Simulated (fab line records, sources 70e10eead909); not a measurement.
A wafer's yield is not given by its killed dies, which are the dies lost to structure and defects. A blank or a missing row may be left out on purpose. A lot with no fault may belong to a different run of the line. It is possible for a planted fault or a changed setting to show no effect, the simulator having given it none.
fab line records	flow nand_harc
record: lots: 24	wafers: 72	last_day: 25
route steps=1159 shown A_CHANNEL_FILL_D1@496 A_STAIRCASE@555
lots untouched by any fault: they come from a run of this same line in which no faults occurred
start_h: the number of hours between the record's first day and the start of the first shown wafer of the lot	wait_h: how many hours have passed since the lot's step before this one	" as in the row above	L1.1+2: one row covering several wafers at once	- no value, or no start was given	* or withheld: withheld	< > ~ a bound
route shown NAME@n: a module of which the file shows steps, and the number in the route of the first	usual: average and standard deviation across the fault-free wafers	same: alike in all rows	chamber/n: place in a boat	sites: per-site readings	_std_site: the values' standard deviation	_edge_site: outer sites' mean less inner sites'	radius_mm: for every site, how far away it sits from the centre of the wafer	mask NAME#n: copy n	behind: the last tool/chamber to shape the wafer	hold: the reason the lot was held/the length of the hold in hours/how it ended	device: the n, p or np transistor that did not switch	end of line: at the end of the route, the tests of the same wafers	for a step that has no rows: nothing shown but its recipe	killed: the dies lost at the first sort to structure and to defects; this is not the yield of the wafer	map: shows each die of a wafer: x if killed, . if not, _ if none is there
set.NAME: the setting that was run; set.NAME@STEP: the one run at that earlier step	model.NAME: the simulator's own value behind a step, which no gauge read
a sample of lots followed through the steps of the route, with each step as a table and each wafer as a row
services: a tool's chamber out of use, with start hour (start_h, from the record's first day; less than 0 if before it), hours out, and reason
== steps ==
step: NHARC_A_CHANNEL_FILL_D1_ALD_16
recipe: target_thk_a: 15	pulse_time_s: 10	ald_cycles: 15	temp_c: 300	material: SiO2
usual: heater_power_w: 488/56	precursor_pulse_height_rel: 1.000/0.019	susceptor_temp_C: 300.00/0.2
same: pulse_time_s: 10
lot.wafer	tool	chamber	start_h	wait_h	heater_power_w	precursor_pulse_height_rel	susceptor_temp_C
L074.1	ald_hk-02	3	179.50	0.1	491	1.017	300.20
L074.3	"	1	"	"	481	1.005	300.03
L074.6	"	3	"	"	485	1.032	300.12
L077.3	ald_hk-04	2	207.41	0.0	435	1.029	299.92
L077.4	"	0	"	"	478	1.015	300.21
L077.6	"	2	"	"	426	1.021	300.16
L075.2	ald_hk-02	1	207.43	0.1	495	1.021	300.22
L075.3	"	3	"	"	488	1.003	300.13
L075.5	"	0	"	"	390	1.028	300.23
L076.4	ald_hk-02	2	210.27	0.1	520	0.992	-
L076.2	"	0	"	"	397	0.977	-
L076.6	"	2	"	"	519	1.021	-
L079.4	ald_hk-02	2	223.20	0.0	515	1.026	300.44
L079.3	"	0	"	"	404	1.010	300.06
L079.2	"	1	"	"	492	0.970	300.30
L078.4	ald_hk-02	3	223.39	0.2	490	0.986	299.76
L078.2	"	0	"	"	386	1.010	299.80
L078.5	"	2	"	"	523	1.004	299.91
L081.3	ald_hk-02	2	231.15	0.1	532	1.022	-
L081.1	"	0	"	"	398	0.937	-
L081.5	"	1	"	"	483	1.002	-
L080.2	ald_hk-02	2	231.28	0.2	523	0.978	300.28
L080.3	"	0	"	"	397	0.996	299.75
L080.5	"	2	"	"	537	1.018	300.00
L082.1	ald_hk-02	1	247.03	0.0	496	0.972	299.92
L082.3	"	2	"	"	535	1.002	300.39
L082.5	"	1	"	"	478	0.994	300.13
L083.3	ald_hk-04	3	257.41	0.0	484	1.022	300.03
L083.1	"	2	"	"	459	0.996	300.00
L083.6	"	0	"	"	519	1.002	299.90
L084.4	ald_hk-04	1	257.60	0.2	608	1.011	299.76
L084.3	"	2	"	"	442	0.984	300.11
L084.6	"	0	"	"	501	1.003	299.94
L085.1	ald_hk-02	1	273.63	0.7	492	1.003	300.15
L085.4	"	2	"	"	539	1.022	299.94
L085.2	"	3	"	"	489	1.006	299.89
L087.3	ald_hk-02	2	279.42	0.0	526	0.990	300.01
L087.2	"	3	"	"	485	1.018	300.08
L087.5	"	3	"	"	504	1.009	300.02
L088.4	ald_hk-04	2	279.42	0.0	445	1.026	299.83
L088.2	"	3	"	"	493	0.975	300.07
L088.5	"	3	"	"	472	1.028	300.14
L086.3	ald_hk-04	0	285.16	1.7	514	0.974	300.21
L086.1	"	1	"	"	618	1.020	300.05
L086.6	"	0	"	"	504	1.030	300.21
L092.1	ald_hk-02	3	293.16	0.0	459	0.988	299.76
L092.3	"	1	"	"	475	0.984	300.02
L092.4	"	2	"	"	499	0.974	299.97
L091.1	ald_hk-02	0	297.01	0.0	399	1.016	-
L091.3	"	3	"	"	450	0.987	-
L091.6	"	1	"	"	477	0.994	-
L089.3	ald_hk-04	1	297.05	0.1	606	0.981	300.26
L089.1	"	3	"	"	483	0.973	300.28
L089.6	"	0	"	"	525	0.972	300.02
L090.2	ald_hk-03	2	297.10	0.1	449	1.003	299.89
L090.5	"	3	"	"	467	0.991	300.19
L090.6	"	0	"	"	380	1.008	299.73
L094.2	ald_hk-02	1	314.65	0.0	484	0.995	299.55
L094.1	"	3	"	"	458	1.007	299.92
L094.4	"	0	"	"	398	0.991	299.87
L093.1	ald_hk-04	1	314.65	0.0	621	1.010	299.92
L093.5	"	1	"	"	590	1.014	299.74
L093.6	"	2	"	"	440	0.973	299.91
L095.3	ald_hk-04	3	319.79	0.5	488	1.003	299.94
L095.4	"	0	"	"	527	0.978	300.10
L095.1	"	1	"	"	616	1.010	299.93
L097.4	ald_hk-04	1	329.67	0.1	612	0.987	-
L097.2	"	0	"	"	517	1.007	-
L097.5	"	1	"	"	603	1.015	-
L096.2	ald_hk-03	1	338.29	0.1	488	0.992	300.09
L096.5	"	0	"	"	387	0.996	299.84
L096.6	"	1	"	"	484	1.006	299.97
step: NHARC_A_CHANNEL_FILL_D1_ETCHBACK_20
recipe: target_depth_a: 270	time_s: 13.5	c4f8_flow_sccm: withheld	o2_flow_sccm: 8	ar_flow_sccm: withheld	rf_w: 600	bias_w: 1500	chemistry: C4F8/O2/Ar
usual: oes_product_au: 0.98/0.035	rf_fwd_power_W: 587.1/2.2	rf_vpp_V: 981/5.1
lot.wafer	tool	chamber	start_h	wait_h	oes_product_au	rf_fwd_power_W	rf_hours_counter_h	rf_vpp_V
L074.3	rie_diel-06	3	191.22	-	0.93	582.3	3.9	981
L074.1	"	2	"	"	0.93	588.9	3.9	989
L074.6	"	3	"	"	0.92	585.6	-	981
L077.3	rie_diel-06	1	219.21	-	0.92	587.3	4.7	982
L077.4	"	3	"	"	0.94	585.0	5.0	980
L077.6	"	1	"	"	0.91	590.6	-	981
L076.4	rie_diel-12	2	219.24	-	0.99	588.5	0.2	973
L076.2	"	3	"	"	1.02	590.0	0.2	984
L076.6	"	2	"	"	0.99	588.0	-	972
L075.3	rie_diel-06	0	219.28	-	0.92	584.5	4.1	980
L075.2	"	1	"	"	0.91	589.7	4.7	981
L075.5	"	3	"	"	0.93	585.6	-	983
L079.4	rie_diel-06	2	235.15	-	0.92	584.0	6.0	989
L079.2	"	3	"	"	0.93	584.3	6.0	982
L079.3	"	1	"	"	0.93	589.7	5.6	982
L078.4	rie_diel-12	3	235.15	-	1.01	586.3	0.8	985
L078.2	"	1	"	"	1.03	587.4	0.7	989
L078.5	"	3	"	"	1.03	585.3	-	984
L080.2	rie_diel-07	1	242.94	-	1.01	586.2	0.3	977
L080.3	"	3	"	"	0.99	588.7	0.2	979
L080.5	"	2	"	"	1.00	587.3	-	970
L081.3	rie_diel-12	1	242.96	-	1.02	586.7	0.9	988
L081.1	"	2	"	"	0.98	587.7	0.8	972
L081.5	"	3	"	"	1.02	590.2	-	984
L082.1	rie_diel-12	1	259.00	-	1.02	589.0	1.2	989
L082.3	"	0	"	"	1.00	585.9	1.4	979
L082.5	"	2	"	"	0.98	589.0	-	973
L083.1	rie_diel-12	1	269.28	-	1.01	586.7	1.4	988
L083.3	"	2	"	"	0.99	586.1	1.3	972
L083.6	"	1	"	"	1.01	589.0	-	988
L084.3	rie_diel-07	1	269.28	-	1.00	586.8	4.5	975
L084.4	"	3	"	"	0.99	592.2	4.8	979
L084.6	"	0	"	"	0.99	586.7	-	986
L085.2	rie_diel-12	0	285.51	-	0.91	583.0	2.1	979
L085.1	"	1	"	"	0.96	588.1	2.0	988
L085.4	"	3	"	"	0.94	587.5	1.9	982
L088.2	rie_diel-12	0	292.97	-	1.00	584.8	2.4	980
L088.4	"	3	"	"	1.01	586.1	2.1	983
L088.5	"	0	"	"	1.00	583.8	-	980
L087.2	rie_diel-06	2	293.01	-	1.00	586.9	1.1	988
L087.3	"	0	"	"	0.99	584.4	1.4	979
L087.5	"	2	"	"	0.99	585.3	-	988
L086.3	rie_diel-06	3	297.18	-	0.99	585.1	1.4	979
L086.1	"	2	"	"	1.00	583.3	1.2	989
L086.6	"	0	"	"	0.99	585.9	-	979
L092.4	rie_diel-12	1	305.37	-	1.03	589.7	2.6	987
L092.3	"	2	"	"	1.00	587.6	2.4	973
L092.1	"	3	"	"	1.02	587.2	2.5	983
L091.1	rie_diel-07	1	308.98	-	1.00	586.1	9.9	977
L091.3	"	0	"	"	0.97	588.0	8.7	985
L091.6	"	2	"	"	0.98	585.9	-	969
L090.2	rie_diel-06	1	308.99	-	0.98	590.0	1.8	982
L090.6	"	0	"	"	0.99	590.3	-	980
L090.5	"	1	"	"	0.99	588.0	-	982
L089.1	rie_diel-06	3	309.07	-	0.99	587.1	1.6	980
L089.3	"	0	"	"	1.00	586.4	1.7	979
L089.6	"	1	"	"	0.98	586.0	-	983
L094.4	rie_diel-12	1	327.72	-	1.03	589.2	3.1	988
L094.1	"	3	"	"	1.03	588.3	2.8	983
L094.2	"	0	"	"	1.02	585.8	3.2	980
L093.1	rie_diel-06	3	327.74	-	0.99	587.0	1.9	980
L093.6	"	1	"	"	0.97	590.3	-	981
L093.5	"	2	"	"	1.00	586.9	-	987
L095.1	rie_diel-06	0	331.73	-	0.99	587.4	2.0	980
L095.4	"	1	"	"	0.98	589.8	2.2	981
L095.3	"	3	"	"	1.00	587.8	1.9	979
L097.2	rie_diel-06	2	341.63	-	0.93	589.8	2.3	989
L097.4	"	3	"	"	0.93	588.0	2.5	981
L097.5	"	1	"	"	0.91	588.0	-	980
L096.2	rie_diel-06	3	350.04	-	0.99	584.5	3.0	980
L096.5	"	3	"	"	1.00	584.9	-	981
L096.6	"	0	"	"	0.99	586.3	-	981
step: NHARC_A_CHANNEL_FILL_D1_ALD_25
recipe: target_thk_a: 600	pulse_time_s: 10	ald_cycles: 600	temp_c: 300	material: SiOx
usual: heater_power_w: 472/57	precursor_pulse_height_rel: 1.002/0.021	susceptor_temp_C: 300.03/0.19
same: pulse_time_s: 10
lot.wafer	tool	chamber	start_h	wait_h	heater_power_w	precursor_pulse_height_rel	susceptor_temp_C
L074.1	ald_hk-03	3	203.62	0.7	467	0.997	300.12
L074.3	"	1	204.86	1.9	458	1.006	299.76
L074.6	"	2	"	"	457	0.973	299.79
L077.4	ald_hk-04	0	231.77	0.7	528	0.974	299.92
L077.3	"	2	232.99	1.9	441	0.984	299.66
L077.6	"	0	234.22	3.1	514	1.009	299.91
L076.4	ald_hk-02	1	232.07	1.0	483	0.987	300.06
L076.2	"	2	"	"	519	1.022	300.11
L076.6	"	1	234.56	3.4	495	0.980	299.98
L075.2	ald_hk-03	0	232.24	1.1	382	1.007	300.17
L075.3	"	3	234.10	3.0	466	0.969	299.78
L075.5	"	0	"	"	383	1.003	300.51
L079.4	ald_hk-03	3	246.69	0.0	449	0.974	300.08
L079.3	"	0	"	"	398	1.013	300.20
L079.2	"	1	"	"	455	0.967	299.83
L078.2	ald_hk-04	2	246.70	0.1	444	1.007	300.54
L078.4	"	0	247.93	1.3	531	0.979	299.94
L078.5	"	3	249.77	3.1	489	1.011	300.31
L080.3	ald_hk-02	3	255.51	0.7	490	1.048	300.34
L080.2	"	1	256.75	1.9	493	1.019	299.91
L080.5	"	3	257.99	3.2	487	1.006	300.47
L081.3	ald_hk-03	2	255.51	0.7	482	1.015	300.09
L081.1	"	3	"	"	476	0.995	299.80
L081.5	"	2	258.02	3.2	470	1.006	300.24
L082.1	ald_hk-04	2	272.78	1.3	445	1.031	299.78
L082.3	"	3	"	"	490	1.003	299.79
L082.5	"	1	274.64	3.2	619	0.983	299.99
L083.1	ald_hk-03	1	281.19	0.1	467	1.009	-
L083.3	"	3	282.40	1.3	456	1.033	-
L083.6	"	1	283.61	2.5	453	1.031	-
L084.4	ald_hk-04	0	281.48	0.3	507	1.038	300.23
L084.3	"	2	282.70	1.6	444	1.017	299.93
L084.6	"	0	283.92	2.8	512	1.019	300.39
L085.1	ald_hk-02	3	297.34	0.1	468	0.984	300.14
L085.4	"	0	"	"	408	1.009	300.09
L085.2	"	1	"	"	470	1.046	299.73
L088.4	ald_hk-04	1	304.78	0.0	614	0.998	300.14
L088.2	"	2	"	"	449	0.990	299.78
L088.5	"	1	307.24	2.5	614	0.994	299.74
L087.3	ald_hk-02	3	306.14	1.4	453	1.013	300.35
L087.2	"	0	"	"	403	1.009	300.18
L087.5	"	0	309.22	4.5	399	1.040	300.09
L086.1	ald_hk-03	3	309.05	0.1	468	0.969	300.22
L086.3	"	0	"	"	390	0.981	299.67
L086.6	"	0	312.11	3.1	387	1.039	299.90
L092.1	ald_hk-03	2	317.54	0.1	461	1.008	300.13
L092.3	"	3	"	"	462	0.994	300.22
L092.4	"	1	319.39	1.9	452	0.989	300.30
L089.3	ald_hk-04	3	320.81	0.0	490	1.004	300.08
L089.1	"	0	"	"	509	0.989	299.76
L089.6	"	3	323.24	2.5	492	0.977	300.18
L090.2	ald_hk-03	2	321.24	0.5	459	1.023	300.27
L090.6	"	2	323.70	2.9	464	1.015	299.97
L090.5	"	3	"	"	449	1.006	299.83
L091.1	ald_hk-02	0	321.42	0.7	404	0.982	-
L091.3	"	2	322.63	1.9	520	1.000	-
L091.6	"	0	323.84	3.1	404	1.037	-
L094.2	ald_hk-03	3	340.36	0.1	446	1.024	299.80
L094.4	"	1	341.59	1.3	486	0.991	299.82
L094.1	"	2	"	"	444	1.000	300.10
L093.1	ald_hk-02	0	341.59	1.3	409	1.018	299.89
L093.6	"	2	342.83	2.5	529	0.985	299.91
L093.5	"	3	"	"	446	1.015	300.29
L095.4	ald_hk-04	2	344.00	0.1	435	0.979	300.01
L095.1	"	3	"	"	486	1.022	300.01
L095.3	"	0	"	"	526	1.011	299.81
L097.4	ald_hk-04	2	353.48	0.1	445	0.971	300.19
L097.2	"	0	354.71	1.3	525	1.014	300.26
L097.5	"	2	355.94	2.5	448	0.980	300.02
L096.2	ald_hk-02	0	361.79	0.1	404	0.971	299.97
L096.6	"	0	364.22	2.5	417	1.013	299.80
L096.5	"	1	"	"	474	0.971	300.34
step: NHARC_A_STAIRCASE_ETCH_19
recipe: target_depth_a: 1000	time_s: 40.5	ion_energy_ev: 400	c4f8_flow_sccm: 20	o2_flow_sccm: 10	ar_flow_sccm: withheld	rf_w: 600	bias_w: 1000	chemistry: C4F8/O2
usual: oes_product_au: 0.935/0.014	rf_fwd_power_W: 593.8/2.6	rf_vpp_V: 899/5
lot.wafer	tool	chamber	start_h	wait_h	oes_product_au	rf_fwd_power_W	rf_hours_counter_h	rf_vpp_V
L074.1	rie_diel-09	0	-	-	0.927	595.0	48	899
L074.3	"	3	"	"	0.949	587.8	45	902
L074.6	"	0	"	"	0.926	593.8	-	898
L075.2	rie_diel-10	0	-	-	0.922	597.3	25	896
L075.3	"	3	"	"	0.942	591.6	27	905
L075.5	"	0	"	"	0.938	595.5	-	894
L076.2	rie_diel-09	0	-	-	0.926	592.9	59	899
L076.4	"	3	"	"	0.963	594.0	57	903
L076.6	"	0	"	"	0.929	594.0	-	899
L077.3	rie_diel-01	3	-	-	0.923	595.4	43	901
L077.6	"	3	"	"	0.910	594.8	-	901
L077.4	"	0	"	"	0.937	590.8	-	900
L078.2	rie_diel-01	3	-	-	0.918	596.3	50	900
L078.5	"	0	"	"	0.946	596.1	-	902
L078.4	"	2	"	"	0.927	592.5	-	890
L079.2	rie_diel-01	3	-	-	0.918	592.1	50	901
L079.3	"	0	"	"	0.943	597.1	48	901
L079.4	"	0	"	"	0.943	594.2	-	902
L080.3	rie_diel-10	0	-	-	0.920	595.6	35	893
L080.2	"	1	"	"	0.946	591.7	32	898
L080.5	"	3	"	"	0.939	593.3	-	907
L081.1	rie_diel-01	2	-	-	0.932	593.9	51	887
L081.3	"	3	"	"	0.919	597.1	53	901
L081.5	"	2	"	"	0.928	593.0	-	888
L082.3	rie_diel-01	3	-	-	0.904	598.8	60	901
L082.1	"	1	"	"	0.939	591.1	46	899
L082.5	"	3	"	"	0.905	595.8	-	902
L083.1	rie_diel-01	3	-	-	0.921	596.7	61	902
L083.3	"	0	"	"	0.951	595.7	59	902
L083.6	"	2	"	"	0.944	594.0	-	887
L084.4	rie_diel-10	1	-	-	0.937	595.1	42	897
L084.3	"	0	"	"	0.918	594.0	45	895
L084.6	"	2	"	"	0.944	596.3	-	905
L085.2	rie_diel-09	0	-	-	0.913	594.2	14	898
L085.4	"	2	"	"	0.939	591.7	15	903
L085.1	"	3	"	"	0.959	588.6	14	902
L088.4	rie_diel-09	0	-	-	0.919	596.4	20	898
L088.2	"	2	"	"	0.951	589.7	19	904
L088.5	"	3	"	"	0.942	594.3	-	903
L087.3	rie_diel-10	3	-	-	0.923	596.0	57	905
L087.2	"	0	"	"	0.919	598.7	52	894
L087.5	"	3	"	"	0.925	593.9	-	903
L086.3	rie_diel-10	1	-	-	0.933	593.7	52	897
L086.1	"	2	"	"	0.937	593.8	53	905
L086.6	"	1	"	"	0.940	593.7	-	897
L092.4	rie_diel-09	3	-	-	0.953	590.2	24	902
L092.3	"	0	"	"	0.911	596.3	26	898
L092.1	"	1	"	"	0.922	595.2	28	897
L091.1	rie_diel-01	0	-	-	0.970	594.8	5	899
L091.3	"	1	"	"	0.922	587.4	5	900
L091.6	"	0	"	"	0.957	593.8	-	899
L089.1	rie_diel-01	0	-	-	0.947	593.0	5	900
L089.3	"	2	"	"	0.923	592.4	5	886
L089.6	"	3	"	"	0.938	597.4	-	898
L090.2	rie_diel-09	1	-	-	0.935	591.1	29	896
L090.6	"	3	"	"	0.949	588.3	-	903
L090.5	"	0	"	"	0.913	593.9	-	897
L093.1	rie_diel-09	1	-	-	0.934	596.2	34	897
L093.6	"	3	"	"	0.941	590.4	-	902
L093.5	"	0	"	"	0.907	592.4	-	898
L094.2	rie_diel-01	3	-	-	0.950	596.7	12	898
L094.1	"	0	"	"	0.973	597.2	13	902
L094.4	"	1	"	"	0.940	588.6	13	899
L095.1	rie_diel-09	0	-	-	0.912	591.6	34	898
L095.3	"	1	"	"	0.927	595.0	36	895
L095.4	"	2	"	"	0.926	591.4	33	903
L097.4	rie_diel-10	1	-	-	0.957	592.4	2	897
L097.2	"	3	"	"	0.940	591.5	2	904
L097.5	"	1	"	"	0.953	592.1	-	898
L096.2	rie_diel-10	1	-	-	0.963	594.3	7	897
L096.6	"	2	"	"	0.943	592.8	-	905
L096.5	"	3	"	"	0.931	595.1	-	903
step: NHARC_A_STAIRCASE_TRIM_189
recipe: time_s: 211.2	o2_flow_sccm: 500	ar_flow_sccm: 0	bias_w: 0	chemistry: O2
usual: drypump_motor_current_A: 5.7/0.43	oes_product_au: 0.995/0.014	rf_vpp_V: 58.1/0.9	showerhead_plenum_p_Torr: 3.61/0.13	throttle_valve_pct: 17.035/0.0097
lot.wafer	tool	chamber	start_h	wait_h	drypump_motor_current_A	oes_product_au	rf_hours_counter_h	rf_vpp_V	showerhead_plenum_p_Torr	throttle_valve_pct
L074.3	rie_diel-10	0	-	-	6.1	0.986	16	58.3	3.50	17.039
L074.1	"	1	"	"	5.8	0.993	16	59.0	3.58	17.020
L074.6	"	0	"	"	6.1	0.982	-	57.5	3.50	17.032
L075.2	rie_diel-01	3	-	-	5.7	0.968	44	57.4	3.66	17.033
L075.3	"	2	"	"	6.3	0.998	41	56.6	3.30	17.037
L075.5	"	2	"	"	6.3	1.000	-	57.9	3.30	17.029
L076.4	rie_diel-10	0	-	-	6.1	0.985	26	56.8	3.50	17.044
L076.2	"	3	"	"	5.0	0.994	28	58.3	3.79	17.043
L076.6	"	0	"	"	6.1	0.990	-	58.3	3.50	17.010
L077.4	rie_diel-10	3	-	-	5.0	0.987	28	57.7	3.79	17.043
L077.3	"	2	"	"	6.6	0.992	28	57.8	3.79	17.017
L077.6	"	0	"	"	6.1	0.979	-	56.8	3.50	17.046
L078.4	rie_diel-09	3	-	-	5.1	1.011	1	57.5	3.71	17.032
L078.2	"	1	"	"	5.8	0.984	1	58.6	3.56	17.031
L078.5	"	3	"	"	5.1	1.010	-	56.8	3.71	17.039
L079.3	rie_diel-01	3	-	-	5.6	0.979	51	57.2	3.65	17.029
L079.2	"	0	"	"	5.2	1.006	49	57.3	3.67	17.029
L079.4	"	3	"	"	5.6	0.975	-	58.7	3.65	17.028
L080.2	rie_diel-09	3	-	-	5.1	0.995	4	57.2	3.70	17.031
L080.3	"	0	"	"	5.9	0.973	5	58.2	3.61	17.017
L080.5	"	2	"	"	5.8	0.988	-	58.7	3.77	17.040
L081.1	rie_diel-10	1	-	-	5.8	0.993	34	56.5	3.57	17.061
L081.3	"	3	"	"	5.0	0.978	41	58.9	3.78	17.046
L081.5	"	0	"	"	6.1	0.981	-	58.2	3.49	17.024
L082.3	rie_diel-10	3	-	-	5.0	0.988	47	59.6	3.78	17.035
L082.1	"	0	"	"	6.1	0.976	42	59.5	3.49	17.026
L082.5	"	0	"	"	6.1	0.979	-	58.6	3.49	17.045
L083.1	rie_diel-01	0	-	-	5.2	1.005	59	58.8	3.66	17.043
L083.3	"	2	"	"	6.3	1.005	59	57.9	3.29	17.047
L083.6	"	0	"	"	5.2	1.006	-	58.1	3.66	17.033
L084.4	rie_diel-10	0	-	-	6.0	0.978	45	58.0	3.49	17.025
L084.3	"	2	"	"	6.7	0.991	43	55.7	3.78	17.034
L084.6	"	3	"	"	5.0	0.982	-	59.0	3.78	17.048
L085.4	rie_diel-09	2	-	-	5.8	1.000	18	57.4	3.76	17.033
L085.2	"	3	"	"	5.1	1.005	17	57.1	3.70	17.050
L085.1	"	1	"	"	5.8	0.990	19	58.2	3.55	17.046
L088.2	rie_diel-10	0	-	-	6.1	0.990	54	57.9	3.48	17.042
L088.4	"	2	"	"	6.6	0.991	53	59.3	3.78	17.034
L088.5	"	0	"	"	6.1	0.989	-	56.7	3.48	17.041
L087.3	rie_diel-09	1	-	-	5.7	0.989	23	58.3	3.55	17.034
L087.2	"	2	"	"	5.8	0.993	21	58.9	3.76	17.054
L087.5	"	1	"	"	5.8	0.990	-	57.2	3.55	17.040
L086.3	rie_diel-01	1	-	-	5.7	0.998	1	58.5	3.62	17.049
L086.1	"	2	"	"	6.2	0.987	1	56.9	3.29	17.026
L086.6	"	1	"	"	5.7	0.984	-	58.8	3.62	17.047
L092.1	rie_diel-01	1	-	-	5.8	0.997	5	59.2	3.62	17.027
L092.3	"	3	"	"	5.6	1.015	5	58.8	3.64	17.021
L092.4	"	0	"	"	5.2	1.031	5	58.0	3.66	17.038
L089.3	rie_diel-09	1	-	-	5.7	1.003	29	58.4	3.55	17.023
L089.1	"	2	"	"	5.8	0.986	26	58.2	3.76	17.046
L089.6	"	3	"	"	5.1	1.016	-	59.5	3.69	17.021
L090.2	rie_diel-01	2	-	-	6.3	0.991	6	56.0	3.29	17.018
L090.6	"	1	"	"	5.7	0.989	-	57.2	3.62	17.033
L090.5	"	2	"	"	6.2	0.989	-	56.8	3.29	17.041
L091.1	rie_diel-01	3	-	-	5.6	1.001	7	58.1	3.64	17.013
L091.3	"	0	"	"	5.2	1.017	7	57.8	3.66	17.039
L091.6	"	0	"	"	5.2	1.012	-	58.9	3.66	17.040
L093.1	rie_diel-09	0	-	-	5.9	1.000	34	59.9	3.60	17.028
L093.6	"	2	"	"	5.8	1.004	-	58.5	3.75	17.037
L093.5	"	3	"	"	5.1	1.011	-	59.4	3.69	17.033
L094.4	rie_diel-09	0	-	-	6.0	0.975	34	57.7	3.60	17.053
L094.2	"	2	"	"	5.8	0.993	34	58.1	3.75	17.026
L094.1	"	3	"	"	5.1	1.002	33	58.3	3.69	17.021
L095.4	rie_diel-10	3	-	-	5.0	0.996	0	58.8	3.77	17.033
L095.3	"	1	"	"	5.8	1.019	0	57.1	3.56	17.042
L095.1	"	2	"	"	6.6	1.011	0	58.1	3.77	17.033
L097.2	rie_diel-01	3	-	-	5.6	1.019	21	57.2	3.63	17.041
L097.4	"	2	"	"	6.3	0.976	22	57.7	3.28	17.030
L097.5	"	3	"	"	5.6	1.012	-	57.4	3.63	17.043
L096.2	rie_diel-01	3	-	-	5.7	1.015	25	59.1	3.63	17.037
L096.6	"	0	"	"	5.2	1.039	-	57.8	3.65	17.029
L096.5	"	1	"	"	5.8	0.984	-	58.0	3.61	17.040
step: NHARC_A_STAIRCASE_ETCH_194
recipe: target_depth_a: 1000	time_s: 40.5	ion_energy_ev: 400	c4f8_flow_sccm: 20	o2_flow_sccm: 10	ar_flow_sccm: withheld	rf_w: 600	bias_w: 1000	chemistry: C4F8/O2
usual: oes_product_au: 0.935/0.015	rf_fwd_power_W: 593.3/2.6	rf_vpp_V: 899/4.8
lot.wafer	tool	chamber	start_h	wait_h	oes_product_au	rf_fwd_power_W	rf_hours_counter_h	rf_vpp_V
L074.1	rie_diel-10	1	-	-	0.934	597.7	16	898
L074.3	"	2	"	"	0.930	595.0	18	905
L074.6	"	1	"	"	0.944	595.2	-	898
L075.2	rie_diel-01	2	-	-	0.945	593.0	42	888
L075.3	"	3	"	"	0.929	593.9	44	901
L075.5	"	0	"	"	0.952	591.4	-	902
L076.4	rie_diel-10	0	-	-	0.916	596.3	26	895
L076.2	"	2	"	"	0.955	595.4	28	905
L076.6	"	0	"	"	0.926	595.0	-	895
L077.3	rie_diel-10	3	-	-	0.926	590.2	29	906
L077.4	"	1	"	"	0.950	594.6	26	897
L077.6	"	2	"	"	0.941	593.8	-	905
L078.2	rie_diel-09	0	-	-	0.929	594.9	1	899
L078.4	"	2	"	"	0.937	593.7	1	903
L078.5	"	3	"	"	0.944	592.2	-	901
L079.3	rie_diel-01	2	-	-	0.932	594.3	49	889
L079.2	"	0	"	"	0.950	592.6	49	900
L079.4	"	3	"	"	0.921	594.2	-	901
L080.2	rie_diel-09	1	-	-	0.925	594.2	6	898
L080.3	"	3	"	"	0.960	592.8	4	902
L080.5	"	1	"	"	0.936	595.6	-	897
L081.3	rie_diel-10	3	-	-	0.936	592.9	41	904
L081.1	"	0	"	"	0.904	596.7	37	895
L081.5	"	2	"	"	0.929	594.0	-	905
L082.1	rie_diel-10	1	-	-	0.928	595.6	40	898
L082.3	"	3	"	"	0.935	590.7	47	905
L082.5	"	1	"	"	0.939	597.5	-	898
L083.3	rie_diel-01	0	-	-	0.972	593.7	59	901
L083.1	"	3	"	"	0.933	593.5	62	900
L083.6	"	0	"	"	0.967	596.5	-	900
L084.3	rie_diel-10	0	-	-	0.917	597.2	46	895
L084.4	"	2	"	"	0.936	590.6	44	904
L084.6	"	3	"	"	0.926	592.4	-	904
L085.1	rie_diel-09	3	-	-	0.939	590.0	18	902
L085.2	"	0	"	"	0.900	595.2	19	899
L085.4	"	2	"	"	0.930	589.5	18	904
L088.2	rie_diel-10	1	-	-	0.943	595.8	52	897
L088.4	"	2	"	"	0.918	592.5	53	905
L088.5	"	1	"	"	0.936	595.0	-	898
L087.2	rie_diel-09	0	-	-	0.914	595.4	22	897
L087.3	"	3	"	"	0.940	589.8	21	902
L087.5	"	1	"	"	0.921	594.1	-	898
L086.1	rie_diel-01	2	-	-	0.919	594.5	2	888
L086.3	"	3	"	"	0.946	593.5	2	900
L086.6	"	0	"	"	0.953	593.4	-	899
L092.3	rie_diel-01	3	-	-	0.945	595.5	6	901
L092.4	"	0	"	"	0.951	594.6	6	898
L092.1	"	1	"	"	0.918	588.1	6	898
L089.3	rie_diel-09	0	-	-	0.931	593.8	28	898
L089.1	"	3	"	"	0.948	591.3	25	900
L089.6	"	0	"	"	0.925	592.8	-	900
L090.2	rie_diel-01	3	-	-	0.951	594.5	7	900
L090.6	"	3	"	"	0.954	595.7	-	898
L090.5	"	0	"	"	0.961	592.7	-	902
L091.1	rie_diel-01	0	-	-	0.966	593.8	7	901
L091.3	"	1	"	"	0.933	586.8	7	899
L091.6	"	3	"	"	0.955	592.6	-	901
L093.1	rie_diel-09	0	-	-	0.911	594.7	35	897
L093.5	"	1	"	"	0.920	595.8	-	896
L093.6	"	2	"	"	0.920	592.0	-	901
L094.4	rie_diel-09	2	-	-	0.942	589.9	35	904
L094.2	"	3	"	"	0.937	589.6	33	902
L094.1	"	0	"	"	0.908	596.8	35	897
L095.3	rie_diel-10	1	-	-	0.955	594.6	0	897
L095.1	"	2	"	"	0.951	593.8	0	905
L095.4	"	3	"	"	0.949	593.0	1	904
L097.4	rie_diel-01	3	-	-	0.943	596.8	22	900
L097.2	"	0	"	"	0.946	595.2	21	901
L097.5	"	2	"	"	0.923	594.6	-	887
L096.2	rie_diel-01	3	-	-	0.957	597.5	25	899
L096.5	"	0	"	"	0.973	594.4	-	901
L096.6	"	1	"	"	0.931	587.7	-	898
== services ==
tool	chamber	start_h	hours	kind
rie_diel-01	0	171.30	-	clean
rie_diel-01	1	171.30	-	clean
rie_diel-01	2	171.30	-	clean
rie_diel-01	3	171.30	-	clean
rie_diel-10	-	176.66	9.0	pm
rie_diel-01	0	195.80	-	clean
rie_diel-06	0	200.43	12.3	repair
rie_diel-12	1	201.70	4.7	repair
rie_diel-12	-	202.40	9.0	pm
ald_hk-04	-	215.64	10.0	pm
rie_diel-01	-	217.76	0.4	repair
rie_diel-07	-	228.20	9.0	pm
rie_diel-06	-	241.20	9.0	pm
rie_diel-01	1	242.19	13.4	repair
rie_diel-06	2	251.69	4.9	repair
rie_diel-07	0	270.30	4.9	repair
rie_diel-10	2	283.63	8.9	repair
rie_diel-07	0	299.17	2.5	repair
rie_diel-06	-	303.65	2.1	repair
rie_diel-01	-	316.11	9.0	pm
rie_diel-12	1	317.76	4.1	repair
rie_diel-12	2	344.64	4.8	repair
rie_diel-10	-	353.66	9.0	pm
rie_diel-12	-	379.40	9.0	pm
== key ==
fault none
